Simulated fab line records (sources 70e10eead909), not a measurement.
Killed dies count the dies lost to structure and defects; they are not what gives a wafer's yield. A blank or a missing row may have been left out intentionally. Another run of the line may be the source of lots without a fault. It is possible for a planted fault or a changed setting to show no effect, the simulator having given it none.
Chamber matching ; flow nand-harc ; NHARC_A_M0_DESCUM_14 on rie-diel-07 has 4 sister chambers
The step chemistry O2, time 3 s. 14 wafers are shown with their chamber, then 7 later ones without.

WAFERS WITH THEIR CHAMBER
wafer;chamber;showerhead-plenum-p-Torr (Torr);drypump-motor-current-A (A);rf-vpp-V (V)
L081.1;1;1.93;5.35;57.3
L081.4;0;1.80;6.11;57.1
L081.6;2;1.87;5.32;58.0
L087.3;0;1.80;6.08;58.1
L087.5;3;1.91;5.58;59.1
L087.6;0;1.80;6.10;57.4
L088.1;1;1.93;5.34;58.0
L088.2;3;1.91;5.57;58.0
L088.4;2;1.87;5.37;58.5
L090.1;0;1.79;6.11;57.1
L090.3;3;1.91;5.57;59.8
L090.6;2;1.87;5.34;57.5
L092.1;0;1.79;6.10;57.5
L092.2;2;1.87;5.33;58.2

SIGNATURES (averages over the wafers above)
reading;chamber 0;chamber 1;chamber 2;chamber 3;scatter within a chamber
showerhead-plenum-p-Torr;1.7960;1.9300;1.8700;1.9100;0.00346
drypump-motor-current-A;6.1000;5.3450;5.3400;5.5733;0.0145
rf-vpp-V;57.440;57.650;58.050;58.967;0.556
Rule: for a wafer and a chamber, the distance is found by dividing, reading by reading, the gap between the wafer's reading and the chamber's mean by the reading's scatter, squaring, summing and taking the root. If the next closest chamber is less than 2 further off than the closest, the wafer can't be placed; otherwise it belongs to the closest. The scatter is the square root of a quotient: the sum, over the shown wafers, of each reading's squared deviation from its chamber's mean, divided by wafers minus chambers.

WAFERS MISSING THEIR CHAMBER
wafer;showerhead-plenum-p-Torr (Torr);drypump-motor-current-A (A);rf-vpp-V (V)
L092.4;1.93;5.33;57.8
L094.1;1.93;5.32;58.0
L094.3;1.91;5.60;57.6
L094.4;1.87;5.33;56.7
L093.1;1.91;5.55;59.2
L093.3;1.93;5.34;58.2
L093.4;1.91;5.59;57.0

CHAMBER TAKEN BY EACH
wafer;from the rows above;in truth
L092.4;1;1
L094.1;1;1
L094.3;3;3
L094.4;2;2
L093.1;3;3
L093.3;1;1
L093.4;3;3
Correct placement for 7 of the 7. Number that these rows cannot place: 0. Placed wrongly: 0.
